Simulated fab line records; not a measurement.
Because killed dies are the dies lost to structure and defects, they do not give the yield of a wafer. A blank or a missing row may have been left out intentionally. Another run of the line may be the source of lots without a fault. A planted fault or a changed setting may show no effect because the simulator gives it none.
fab line records -- flow n5Finfet -- part 2 of 2: steps 5 to 6 of 6
[record] lots = 20, wafers = 60, lastDay = 17
route steps=1938 shown ZERO_LAYER@14 PMOS_HMC_CHANNEL_EPI@68 FIN_SAQP@135 DUMMY_GATE@214
lots untouched by any fault: they come from a run of this same line in which no faults occurred
startH: the number of hours between the record's first day and the start of the first shown wafer of the lot -- waitH: hours elapsed since this lot's preceding step -- " repeats the value in the row above -- L1.1+2: one row covering several wafers at once -- - no value, or no start given -- * or withheld: withheld -- < > ~ a bound
route shown NAME@n: names a module that has steps shown in the file, with the first one's number in the route -- usual: the fault-free wafers' mean and standard deviation -- same: alike in all rows -- chamber/n: place in a boat -- sites: each site's reading -- _std_site: standard deviation across them -- _edge_site: outer sites' mean less inner sites' -- radiusMm: how far each site lies from the wafer's centre -- mask NAME#n: copy n -- behind: the most recent tool/chamber to have shaped the wafer -- hold: why the lot went on hold/how many hours it stayed there/how the hold came to an end -- device: transistor that didn't switch, given as n, p or np -- end of line: the tests these same wafers got at the end of their route -- a step without rows: its recipe alone -- killed: not the wafer's yield, but the dies lost to structure and defects at the first sort -- map: dies across one wafer; x = killed, . = not, _ = none there
set.NAME: the setting the step ran with; set.NAME@STEP: the setting that earlier step ran with -- model.NAME: the simulator's own value behind a step, which no gauge read
route steps across a sampled set of lots; one table per step, one row per wafer
services: from which hour (startH, from the record's first day; less than 0 if before it) a tool's chamber was out of use, for how many hours, and why
[[steps]]
[step N5_DUMMY_GATE_ALD_02]
[recipe] material = SiO2, targetThkA = 20, tempC = 300, aldPrecursorFamily = BDEAS, aldCoReactant = O2-plasma, pulseTimeS = 1, pressureTorr = 2
[usual] heaterPowerOuterW = 262/25, heaterPowerW = 479/46, precursorPulseHeightRel = 1.000/0.021
lot.wafer,tool,chamber,startH,waitH,heaterPowerOuterW,heaterPowerW,precursorPulseHeightRel
L074.2,aldSin-02,0,37.25,0.1,284,527,1.012
L074.4,aldSin-02,3,37.25,0.1,257,492,0.977
L074.5,aldSin-02,1,37.25,0.1,254,446,1.027
L075.1,aldSin-01,3,42.74,0.0,246,470,0.997
L075.2,aldSin-01,1,42.74,0.0,283,461,1.033
L075.5,aldSin-01,1,42.74,0.0,278,452,0.970
L076.3,aldSin-01,1,51.50,1.1,275,466,0.982
L076.5,aldSin-01,3,51.50,1.1,239,470,1.026
L076.6,aldSin-01,0,51.50,1.1,319,613,0.997
L077.2,aldSin-03,1,56.15,0.0,231,457,1.018
L077.3,aldSin-03,0,56.15,0.0,278,477,0.987
L077.4,aldSin-03,2,56.15,0.0,267,490,1.021
L078.2,aldSin-03,1,63.33,0.0,230,470,1.014
L078.3,aldSin-03,0,63.33,0.0,284,474,0.946
L078.4,aldSin-03,2,63.33,0.0,253,479,0.998
L079.2,aldSin-01,2,68.48,0.0,241,426,0.996
L079.3,aldSin-01,3,68.48,0.0,244,471,1.031
L079.6,aldSin-01,3,68.48,0.0,246,479,1.024
L080.3,aldSin-03,1,72.29,0.2,225,467,0.979
L080.4,aldSin-03,0,72.29,0.2,287,480,0.999
L080.6,aldSin-03,1,72.29,0.2,234,457,0.979
L081.3,aldSin-03,3,78.84,0.0,239,460,0.976
L081.4,aldSin-03,1,78.84,0.0,232,453,0.996
L081.6,aldSin-03,0,78.84,0.0,277,469,1.009
L082.1,aldSin-02,3,84.53,0.0,261,496,1.019
L082.2,aldSin-02,2,84.53,0.0,276,506,0.972
L082.3,aldSin-02,0,84.53,0.0,283,506,1.000
L083.2,aldSin-01,0,91.50,0.7,330,640,1.028
L083.5,aldSin-01,0,91.50,0.7,332,619,1.033
L083.6,aldSin-01,3,91.50,0.7,248,479,1.028
L084.2,aldSin-01,1,97.66,0.0,274,463,1.027
L084.3,aldSin-01,3,97.66,0.0,249,478,0.974
L084.4,aldSin-01,0,97.66,0.0,324,604,1.004
L086.1,aldSin-03,0,111.49,0.0,278,480,0.974
L086.2,aldSin-03,1,111.49,0.0,224,462,1.018
L086.6,aldSin-03,0,111.49,0.0,280,473,0.964
L087.1,aldSin-01,2,117.99,0.3,240,426,1.037
L087.2,aldSin-01,3,117.99,0.3,247,469,0.965
L087.4,aldSin-01,1,117.99,0.3,275,469,0.980
L090.1,aldSin-02,2,134.14,0.0,275,493,1.019
L090.3,aldSin-02,1,134.14,0.0,255,426,1.001
L090.5,aldSin-02,2,134.14,0.0,276,488,1.019
L091.2,aldSin-03,1,140.50,0.4,232,464,1.019
L091.4,aldSin-03,2,140.50,0.4,262,496,1.001
L091.6,aldSin-03,2,140.50,0.4,265,490,0.993
L092.2,aldSin-02,3,145.41,0.2,254,474,1.020
L092.4,aldSin-02,0,145.41,0.2,257,484,0.953
L092.6,aldSin-02,3,145.41,0.2,255,474,1.007
L093.2,aldSin-03,2,150.95,0.0,265,481,1.029
L093.3,aldSin-03,0,150.95,0.0,282,475,0.989
L093.5,aldSin-03,2,150.95,0.0,267,487,1.012
L094.1,aldSin-02,1,157.65,0.0,255,420,0.981
L094.5,aldSin-02,0,157.65,0.0,258,487,1.013
L094.6,aldSin-02,1,157.65,0.0,263,429,1.013
L095.1,aldSin-03,1,164.41,0.0,235,464,0.979
L095.2,aldSin-03,0,164.41,0.0,283,478,0.985
L095.5,aldSin-03,2,164.41,0.0,268,488,0.976
L096.2,aldSin-01,1,168.98,0.0,277,465,1.004
L096.4,aldSin-01,0,168.98,0.0,322,620,1.057
L096.6,aldSin-01,3,168.98,0.0,246,477,1.035
[step N5_DUMMY_GATE_DESCUM_20]
[recipe] chemistry = O2, timeS = 6.2, sourcePowerW = 50, biasPowerW = 20, pressureMtorr = 20, rfFrequencyHz = 2.712e+07, tempC = 40, resist = CAR-EUV, o2FlowSccm = 225
[usual] drypumpMotorCurrentA = 5.9/0.45, oesProductAu = 0.80/0.1, rfFwdPowerW = 49.66/0.16, rfVppV = 243.5/1.3, showerheadPlenumPTorr = 2.11/0.068, throttleValvePct = 20.44/0.25
lot.wafer,tool,chamber,startH,waitH,drypumpMotorCurrentA,oesProductAu,rfFwdPowerW,rfHoursCounterH,rfVppV,showerheadPlenumPTorr,throttleValvePct
L074.2,rieDiel-02,3,47.91,0.2,5.3,0.94,49.63,8,241.7,2.05,20.12
L074.4,rieDiel-02,0,47.91,0.2,6.3,0.72,49.56,-,245.1,2.18,20.17
L074.5,rieDiel-02,3,47.91,0.2,5.3,0.94,49.28,-,241.9,2.05,20.12
L075.1,rieDiel-03,3,51.27,0.0,5.7,0.71,49.83,175,243.4,2.18,20.60
L075.2,rieDiel-03,0,51.27,0.0,6.2,0.71,49.62,217,243.2,2.06,20.29
L075.5,rieDiel-03,1,51.27,0.0,5.7,0.79,49.44,-,243.4,2.00,20.61
L076.3,rieDiel-06,0,60.13,0.0,6.0,0.90,49.70,39,243.7,2.15,20.64
L076.5,rieDiel-06,1,60.13,0.0,5.5,0.70,49.60,-,242.3,2.06,20.45
L076.6,rieDiel-06,2,60.13,0.0,5.4,0.78,49.80,-,245.1,2.10,20.67
L077.2,rieDiel-02,0,64.67,0.0,6.3,0.72,49.64,177,244.3,2.18,20.15
L077.3,rieDiel-02,1,64.67,0.0,6.6,0.84,49.49,57,242.9,2.13,20.17
L077.4,rieDiel-02,3,64.67,0.0,5.3,0.92,49.95,14,242.1,2.05,20.13
L078.2,rieDiel-02,2,72.44,0.6,6.1,0.71,49.62,219,243.5,2.07,20.79
L078.3,rieDiel-02,0,72.44,0.6,6.3,0.72,49.85,179,243.8,2.18,20.17
L078.4,rieDiel-02,3,72.44,0.6,5.2,0.92,49.72,17,241.9,2.04,20.12
L079.2,rieDiel-03,1,79.07,0.0,5.7,0.78,49.52,141,242.8,2.00,20.60
L079.3,rieDiel-03,0,79.07,0.0,6.2,0.70,49.85,225,241.6,2.06,20.33
L079.6,rieDiel-03,0,79.07,0.0,6.2,0.71,49.68,-,242.9,2.06,20.31
L080.3,rieDiel-06,2,81.07,0.2,5.4,0.77,49.62,131,242.5,2.10,20.66
L080.4,rieDiel-06,0,81.07,0.2,6.0,0.87,49.56,48,244.6,2.15,20.65
L080.6,rieDiel-06,1,81.07,0.2,5.5,0.70,49.89,-,243.8,2.06,20.48
L081.3,rieDiel-02,3,89.52,0.2,5.3,0.90,49.67,22,241.6,2.04,20.14
L081.4,rieDiel-02,1,89.52,0.2,6.6,0.83,49.49,64,244.8,2.13,20.16
L081.6,rieDiel-02,2,89.52,0.2,6.1,0.70,49.85,-,243.7,2.06,20.79
L082.1,rieDiel-02,2,93.05,0.0,6.1,0.70,49.81,226,241.7,2.06,20.81
L082.2,rieDiel-02,3,93.05,0.0,5.3,0.90,49.50,23,241.2,2.04,20.13
L082.3,rieDiel-02,0,93.05,0.0,6.3,0.72,49.72,185,244.9,2.17,20.17
L083.2,rieDiel-06,2,100.04,0.0,5.4,0.77,49.61,136,243.9,2.10,20.68
L083.5,rieDiel-06,1,100.04,0.0,5.5,0.70,49.50,-,242.1,2.06,20.49
L083.6,rieDiel-06,0,100.04,0.0,6.0,0.87,49.89,-,244.4,2.15,20.67
L084.2,rieDiel-06,2,106.29,0.0,5.3,0.76,49.64,137,243.9,2.10,20.69
L084.3,rieDiel-06,3,106.29,0.0,5.4,0.95,49.66,12,247.1,2.24,20.21
L084.4,rieDiel-06,0,106.29,0.0,6.1,0.86,49.78,55,243.5,2.15,20.68
L086.1,rieDiel-06,0,121.96,0.0,6.0,0.86,49.92,60,245.6,2.15,20.67
L086.2,rieDiel-06,3,121.96,0.0,5.4,0.95,49.77,16,244.7,2.24,20.22
L086.6,rieDiel-06,0,121.96,0.0,6.1,0.87,49.64,-,243.5,2.15,20.69
L087.1,rieDiel-06,3,130.17,0.5,5.4,0.94,49.36,19,246.2,2.24,20.23
L087.2,rieDiel-06,0,130.17,0.5,6.1,0.86,49.20,63,242.9,2.14,20.69
L087.4,rieDiel-06,2,130.17,0.5,5.3,0.77,49.84,-,244.1,2.09,20.69
L090.1,rieDiel-03,3,152.32,0.2,5.7,0.70,49.81,205,242.7,2.17,20.63
L090.3,rieDiel-03,0,152.32,0.2,6.2,0.69,49.51,249,242.7,2.05,20.35
L090.5,rieDiel-03,0,152.32,0.2,6.2,0.68,49.95,-,243.4,2.05,20.36
L091.2,rieDiel-06,2,156.11,0.0,5.4,0.75,49.48,154,243.3,2.09,20.70
L091.4,rieDiel-06,0,156.11,0.0,6.1,0.85,49.83,72,243.0,2.14,20.68
L091.6,rieDiel-06,0,156.11,0.0,6.1,0.84,49.89,-,243.7,2.14,20.69
L092.2,rieDiel-03,1,160.49,0.4,5.7,0.77,49.62,168,241.9,1.99,20.64
L092.4,rieDiel-03,3,160.49,0.4,5.7,0.69,49.81,-,243.9,2.16,20.63
L092.6,rieDiel-03,1,160.49,0.4,5.7,0.76,49.41,-,241.8,1.99,20.64
L093.2,rieDiel-03,2,162.03,0.0,6.6,0.99,49.50,4,242.2,2.16,20.20
L093.3,rieDiel-03,1,162.03,0.0,5.7,0.76,49.91,168,242.7,1.99,20.65
L093.5,rieDiel-03,2,162.03,0.0,6.6,1.00,49.48,-,242.8,2.16,20.19
L094.1,rieDiel-02,3,170.43,0.4,5.3,0.86,49.59,47,242.7,2.03,20.18
L094.5,rieDiel-02,1,170.43,0.4,6.6,0.80,49.43,-,243.3,2.12,20.21
L094.6,rieDiel-02,0,170.43,0.4,6.3,0.70,49.80,-,244.7,2.17,20.21
L095.1,rieDiel-02,1,173.27,0.3,6.7,0.80,49.64,89,244.2,2.12,20.22
L095.2,rieDiel-02,0,173.27,0.3,6.3,0.70,49.83,208,243.4,2.16,20.21
L095.5,rieDiel-02,0,173.27,0.3,6.3,0.70,49.66,-,244.5,2.16,20.21
L096.2,rieDiel-03,3,180.00,0.1,5.7,0.69,49.79,216,245.0,2.16,20.65
L096.4,rieDiel-03,0,180.00,0.1,6.2,1.00,49.56,2,242.2,2.05,19.87
L096.6,rieDiel-03,3,180.00,0.1,5.7,0.68,49.60,-,243.0,2.16,20.64
[[services]]
tool,chamber,startH,hours,kind
aldSin-03,-,-6.25,14.0,pm
rieDiel-03,2,0.74,5.6,repair
aldSin-01,3,13.12,10.7,repair
rieDiel-06,-,14.93,7.7,repair
aldSin-01,2,16.62,4.9,repair
aldSin-03,3,22.61,3.2,repair
rieDiel-06,1,37.09,11.4,repair
rieDiel-03,1,38.14,5.2,repair
rieDiel-06,-,39.86,0.6,repair
rieDiel-03,-,41.84,0.5,repair
rieDiel-01,-,42.74,2.8,pm
aldSin-02,2,43.84,3.8,repair
rieDiel-02,2,45.01,8.6,repair
aldSin-02,-,46.94,2.8,pm
aldSin-03,1,47.32,3.2,repair
rieDiel-06,1,63.75,8.0,repair
rieDiel-01,1,81.27,3.3,repair
aldSin-02,-,87.31,14.0,pm
rieDiel-03,3,88.50,7.6,repair
aldSin-03,-,141.99,6.1,pm
rieDiel-02,-,142.37,0.3,repair
rieDiel-05,0,148.21,4.6,repair
aldSin-01,3,156.05,4.9,repair
aldSin-03,1,165.87,3.7,repair
